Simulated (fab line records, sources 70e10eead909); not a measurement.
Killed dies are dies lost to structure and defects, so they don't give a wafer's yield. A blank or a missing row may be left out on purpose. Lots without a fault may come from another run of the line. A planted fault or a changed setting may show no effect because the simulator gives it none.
Which tool did it? | flow nand_harc | 24 lots, 72 wafers sampled, at 4 steps of a route of 1302

WHAT THE GAUGES READ, wafer by wafer
NHARC_A_BLC_CD_MEAS_10: target cd 100 nm. Usual: cd_nm 100.0 nm, standard deviation 0.51.
lot  | measured     | on        | cd_nm (nm)        | flag
L074 | day 22 07:50 | cd_sem-03 | 100.1 99.8 99.6   |
L076 | day 22 16:13 | cd_sem-03 | 100.4 101.1 99.9  |
L075 | day 23 03:59 | cd_sem-02 | 99.7 99.9 99.7    |
L077 | day 23 15:15 | cd_sem-03 | 99.9 100.2 99.9   |
L078 | day 23 21:47 | cd_sem-03 | 100.1 101.1 99.8  |
L079 | day 24 02:31 | cd_sem-01 | 99.6 99.0 99.6    |
L081 | day 25 11:52 | cd_sem-03 | 99.8 99.2 100.3   |
L080 | day 25 20:33 | cd_sem-01 | 100.0 99.7 100.4  |
L082 | day 26 04:39 | cd_sem-02 | 100.1 99.5 99.5   |
L083 | day 26 09:09 | cd_sem-03 | 100.0 100.0 99.6  |
L085 | day 26 20:00 | cd_sem-01 | 99.8 100.2 99.8   |
L084 | day 27 03:39 | cd_sem-02 | 100.3 100.8 100.3 |
L086 | day 27 05:42 | cd_sem-02 | 100.3 100.6 100.7 |
L090 | day 28 14:04 | cd_sem-03 | 100.7 100.1 99.9  |
L088 | day 28 15:17 | cd_sem-03 | 99.9 100.0 99.5   |
L087 | day 28 20:50 | cd_sem-01 | 99.9 99.8 100.3   |
L089 | day 29 09:08 | cd_sem-03 | 100.2 100.6 99.5  |
L092 | day 29 14:32 | cd_sem-03 | 100.3 99.7 100.2  |
L091 | day 29 16:07 | cd_sem-02 | 99.9 100.3 100.7  |
L093 | day 30 05:31 | cd_sem-01 | 99.6 99.9 99.9    |
L095 | day 30 20:49 | cd_sem-02 | 99.8 99.3 99.4    |
L094 | day 30 22:22 | cd_sem-02 | 100.5 100.4 100.0 |
L096 | day 31 13:05 | cd_sem-03 | 99.2 98.3 99.1    |
L097 | day 31 13:58 | cd_sem-03 | 100.1 100.5 99.8  |

WHICH TOOL RAN EACH LOT (tool, then ch and the chambers of the sampled wafers, then the start)
lot  | NHARC_A_CONTACT_ETCH_31                       | NHARC_A_CONTACT_ETCH_139             | NHARC_A_CONTACT_STRIP_26
L074 | rie_diel-02 ch 2,3, day 22 04:14 or earlier   | har_cap_etch-03 ch 1, day 22 04:14   | rie_diel-13 ch 0,2,3, day 22 07:50 or earlier
L076 | rie_diel-10 ch 0,2, day 22 12:32 or earlier   | har_cap_etch-02 ch 0, day 22 12:32   | rie_diel-13 ch 0,3, day 22 16:13 or earlier
L075 | rie_diel-10 ch 0,1,3, day 22 23:35 or earlier | har_cap_etch-02 ch 0,1, day 22 23:35 | rie_diel-10 ch 1,2,3, day 23 03:59 or earlier
L077 | rie_diel-10 ch 0,1,2, day 23 10:57 or earlier | har_cap_etch-03 ch 0,1, day 23 10:57 | rie_diel-13 ch 0,1,2, day 23 15:15 or earlier
L078 | rie_diel-13 ch 0,2,3, day 23 18:10 or earlier | har_cap_etch-02 ch 0,1, day 23 18:10 | rie_diel-13 ch 0,3, day 23 21:47 or earlier
L079 | rie_diel-13 ch 2,3, day 23 22:56 or earlier   | har_cap_etch-03 ch 0,1, day 23 22:56 | rie_diel-02 ch 2,3, day 24 02:31 or earlier
L081 | rie_diel-13 ch 1,2,3, day 25 08:07 or earlier | har_cap_etch-03 ch 0,1, day 25 08:07 | rie_diel-02 ch 1,2, day 25 11:52 or earlier
L080 | rie_diel-13 ch 0,2,3, day 25 16:52 or earlier | har_cap_etch-02 ch 0,1, day 25 16:52 | rie_diel-10 ch 1,2,3, day 25 20:33 or earlier
L082 | rie_diel-13 ch 0,2,3, day 26 00:51 or earlier | har_cap_etch-01 ch 0,1, day 26 00:51 | rie_diel-13 ch 1,2, day 26 04:39 or earlier
L083 | rie_diel-13 ch 1,2,3, day 26 04:46 or earlier | har_cap_etch-03 ch 0,1, day 26 04:46 | rie_diel-13 ch 0,3, day 26 09:09 or earlier
L085 | rie_diel-13 ch 1,2, day 26 16:24 or earlier   | har_cap_etch-01 ch 0,1, day 26 16:24 | rie_diel-13 ch 2,3, day 26 20:00 or earlier
L084 | rie_diel-13 ch 1,2, day 27 00:01 or earlier   | har_cap_etch-03 ch 1, day 27 00:01   | rie_diel-02 ch 1,2, day 27 03:39 or earlier
L086 | rie_diel-10 ch 1,2, day 27 01:55 or earlier   | har_cap_etch-01 ch 0,1, day 27 01:55 | rie_diel-02 ch 1,2,3, day 27 05:42 or earlier
L090 | rie_diel-13 ch 0,1,2, day 28 09:44 or earlier | har_cap_etch-02 ch 0,1, day 28 09:44 | rie_diel-02 ch 0,1,2, day 28 14:04 or earlier
L088 | rie_diel-10 ch 0,1, day 28 11:20 or earlier   | har_cap_etch-01 ch 0,1, day 28 11:20 | rie_diel-13 ch 2, day 28 12:33
L087 | rie_diel-10 ch 0,1,3, day 28 17:02 or earlier | har_cap_etch-03 ch 0,1, day 28 17:02 | rie_diel-13 ch 1,2,3, day 28 20:50 or earlier
L089 | rie_diel-13 ch 1,2, day 29 04:23 or earlier   | har_cap_etch-03 ch 0,1, day 29 04:23 | rie_diel-02 ch 0,1,2, day 29 09:08 or earlier
L092 | rie_diel-13 ch 0,2, day 29 10:57 or earlier   | har_cap_etch-01 ch 0,1, day 29 10:57 | rie_diel-13 ch 1,3, day 29 14:32 or earlier
L091 | rie_diel-13 ch 0,2,3, day 29 12:30 or earlier | har_cap_etch-03 ch 0,1, day 29 12:30 | rie_diel-13 ch 1,2, day 29 16:07 or earlier
L093 | rie_diel-13 ch 1,3, day 30 01:50 or earlier   | har_cap_etch-02 ch 0,1, day 30 01:50 | rie_diel-02 ch 0,1,3, day 30 05:31 or earlier
L095 | rie_diel-13 ch 1,2,3, day 30 17:05 or earlier | har_cap_etch-03 ch 0,1, day 30 17:05 | rie_diel-13 ch 0,1,2, day 30 20:49 or earlier
L094 | rie_diel-02 ch 0,1,2, day 30 18:47 or earlier | har_cap_etch-03 ch 0,1, day 30 18:47 | rie_diel-13 ch 2,3, day 30 22:22 or earlier
L096 | rie_diel-02 ch 0,1,3, day 31 09:31 or earlier | har_cap_etch-03 ch 0,1, day 31 09:31 | rie_diel-02 ch 0,2,3, day 31 13:05 or earlier
L097 | rie_diel-13 ch 0,2, day 31 09:45 or earlier   | har_cap_etch-02 ch 0,1, day 31 09:45 | rie_diel-13 ch 1,3, day 31 13:58 or earlier
- NHARC_A_CONTACT_ETCH_31: etches the open film in O2/COS, target depth 2800 nm, time 728 s.
- NHARC_A_CONTACT_ETCH_139: etches the open film in C4F8/O2/Ar, time 195 s, target depth 840 nm.
- NHARC_A_CONTACT_STRIP_26: strips in O2.

WHAT THE TOOLS THEMSELVES READ (means of the sampled wafers that have a number; where no wafer has one, the mark that the record gives instead)
NHARC_A_CONTACT_ETCH_31. Usual: cos_flow_sccm 19.99 sccm, standard deviation 0.059; drypump_motor_current_A 5.5 A, standard deviation 0.56; oes_product_au 0.999 a.u., standard deviation 0.011; rf_vpp_V 314.9 V, standard deviation 2.4; showerhead_plenum_p_Torr 3.17 Torr, standard deviation 0.15; throttle_valve_pct 28.329 %, standard deviation 0.0091.
lot  | tool        | cos_flow_sccm (sccm) | drypump_motor_current_A (A) | oes_product_au (a.u.) | rf_vpp_V (V) | showerhead_plenum_p_Torr (Torr) | throttle_valve_pct (%) | flag
L074 | rie_diel-02 | 20.01                | 5.6                         | 0.999                 | 314.8        | 3.13                            | 28.324                 |
L076 | rie_diel-10 | 20.01                | 5.4                         | 0.998                 | 315.8        | 3.26                            | 28.335                 |
L075 | rie_diel-10 | 20.02                | 6.3                         | 0.996                 | 313.8        | 3.13                            | 28.334                 |
L077 | rie_diel-10 | 19.94                | 5.7                         | 1.003                 | 315.2        | 3.18                            | 28.332                 |
L078 | rie_diel-13 | 20.02                | 5.2                         | 1.003                 | 315.9        | 3.20                            | 28.326                 |
L079 | rie_diel-13 | 20.00                | 5.4                         | 0.997                 | 314.5        | 3.17                            | 28.327                 |
L081 | rie_diel-13 | 20.02                | 5.4                         | 1.001                 | 315.0        | 3.13                            | 28.329                 |
L080 | rie_diel-13 | 20.00                | 5.2                         | 1.000                 | 315.5        | 3.20                            | 28.335                 |
L082 | rie_diel-13 | 20.05                | 5.2                         | 1.004                 | 314.3        | 3.20                            | 28.332                 |
L083 | rie_diel-13 | 20.03                | 5.4                         | 0.996                 | 314.8        | 3.13                            | 28.334                 |
L085 | rie_diel-13 | 20.00                | 5.7                         | 0.994                 | 315.3        | 3.20                            | 28.319                 |
L084 | rie_diel-13 | 19.97                | 5.7                         | 1.002                 | 315.8        | 3.24                            | 28.322                 |
L086 | rie_diel-10 | 20.07                | 5.6                         | 0.999                 | 315.0        | 3.21                            | 28.332                 |
L090 | rie_diel-13 | 19.98                | 5.5                         | 0.996                 | 315.6        | 3.27                            | 28.334                 |
L088 | rie_diel-10 | 19.98                | 5.8                         | 1.003                 | 315.0        | 3.11                            | 28.337                 |
L087 | rie_diel-10 | 19.99                | 6.2                         | 1.001                 | 313.4        | 3.11                            | 28.326                 |
L089 | rie_diel-13 | 20.02                | 5.7                         | 0.986                 | 316.1        | 3.23                            | 28.318                 |
L092 | rie_diel-13 | 20.04                | 5.5                         | 0.996                 | 315.6        | 3.30                            | 28.331                 |
L091 | rie_diel-13 | 19.96                | 5.2                         | 0.999                 | 315.7        | 3.19                            | 28.331                 |
L093 | rie_diel-13 | 19.97                | 5.1                         | 0.993                 | 311.9        | 3.00                            | 28.322                 |
L095 | rie_diel-13 | 19.97                | 5.4                         | 0.983                 | 313.9        | 3.12                            | 28.337                 |
L094 | rie_diel-02 | 20.04                | 5.9                         | 0.999                 | 313.7        | 3.11                            | 28.323                 |
L096 | rie_diel-02 | 19.91                | 5.5                         | 1.003                 | 314.1        | 3.07                            | 28.330                 |
L097 | rie_diel-13 | 20.02                | 5.3                         | 1.019                 | 316.5        | 3.33                            | 28.332                 |

NHARC_A_CONTACT_STRIP_26. Usual: drypump_motor_current_A 5.5 A, standard deviation 0.5; oes_product_au 0.997 a.u., standard deviation 0.011; rf_vpp_V 57.7 V, standard deviation 0.93; showerhead_plenum_p_Torr 3.55 Torr, standard deviation 0.17; throttle_valve_pct 17.038 %, standard deviation 0.0085.
lot  | tool        | drypump_motor_current_A (A) | oes_product_au (a.u.) | rf_vpp_V (V) | showerhead_plenum_p_Torr (Torr) | throttle_valve_pct (%) | flag
L074 | rie_diel-13 | 5.2                         | 1.012                 | 57.6         | 3.44                            | 17.043                 |
L076 | rie_diel-13 | 5.0                         | 1.013                 | 57.2         | 3.29                            | 17.047                 |
L075 | rie_diel-10 | 6.1                         | 0.996                 | 57.5         | 3.60                            | 17.027                 |
L077 | rie_diel-13 | 5.5                         | 0.991                 | 57.9         | 3.70                            | 17.043                 |
L078 | rie_diel-13 | 5.0                         | 1.010                 | 58.1         | 3.65                            | 17.032                 |
L079 | rie_diel-02 | 5.6                         | 0.999                 | 57.3         | 3.52                            | 17.039                 |
L081 | rie_diel-02 | 5.6                         | 0.995                 | 58.5         | 3.67                            | 17.035                 |
L080 | rie_diel-10 | 6.1                         | 1.004                 | 57.0         | 3.58                            | 17.041                 |
L082 | rie_diel-13 | 5.7                         | 0.987                 | 58.9         | 3.66                            | 17.041                 |
L083 | rie_diel-13 | 4.9                         | 1.006                 | 58.4         | 3.48                            | 17.034                 |
L085 | rie_diel-13 | 5.4                         | 0.993                 | 57.6         | 3.57                            | 17.040                 |
L084 | rie_diel-02 | 5.7                         | 1.003                 | 57.8         | 3.66                            | 17.038                 |
L086 | rie_diel-02 | 5.6                         | 0.998                 | 58.1         | 3.59                            | 17.036                 |
L090 | rie_diel-02 | 5.9                         | 0.992                 | 57.0         | 3.52                            | 17.037                 |
L088 | rie_diel-13 | 5.7                         | 0.999                 | 58.7         | 3.70                            | 17.032                 |
L087 | rie_diel-13 | 5.4                         | 0.995                 | 57.4         | 3.53                            | 17.030                 |
L089 | rie_diel-02 | 5.9                         | 0.993                 | 57.1         | 3.52                            | 17.044                 |
L092 | rie_diel-13 | 5.1                         | 0.990                 | 57.2         | 3.40                            | 17.042                 |
L091 | rie_diel-13 | 5.7                         | 0.995                 | 57.7         | 3.66                            | 17.044                 |
L093 | rie_diel-02 | 5.5                         | 1.008                 | 57.3         | 3.48                            | 17.034                 |
L095 | rie_diel-13 | 5.5                         | 0.992                 | 58.6         | 3.68                            | 17.048                 |
L094 | rie_diel-13 | 5.4                         | 0.992                 | 57.4         | 3.56                            | 17.036                 |
L096 | rie_diel-02 | 5.9                         | 0.998                 | 57.1         | 3.44                            | 17.036                 |
L097 | rie_diel-13 | 5.4                         | 0.971                 | 58.5         | 3.48                            | 17.032                 |

THE ANSWER, worked out from the rows above alone
Rule: a lot is off if the mean of its wafers that have a number lies more than 3 standard deviations from the usual mean. A lot without any number at a reading at which 4 lots or more have one is off too. The other lots that the step has rows for count as sound. The gauges are gone through in route order, then the tools' own readings, and for those a lot's mean is taken as printed above. The first step at which some lot is off is used, and at that step the reading that is off furthest; a lot without a number counts as furthest.
No lot is off at any reading shown: from this, nothing can be told.

WHAT THE SIMULATOR HAD PUT IN
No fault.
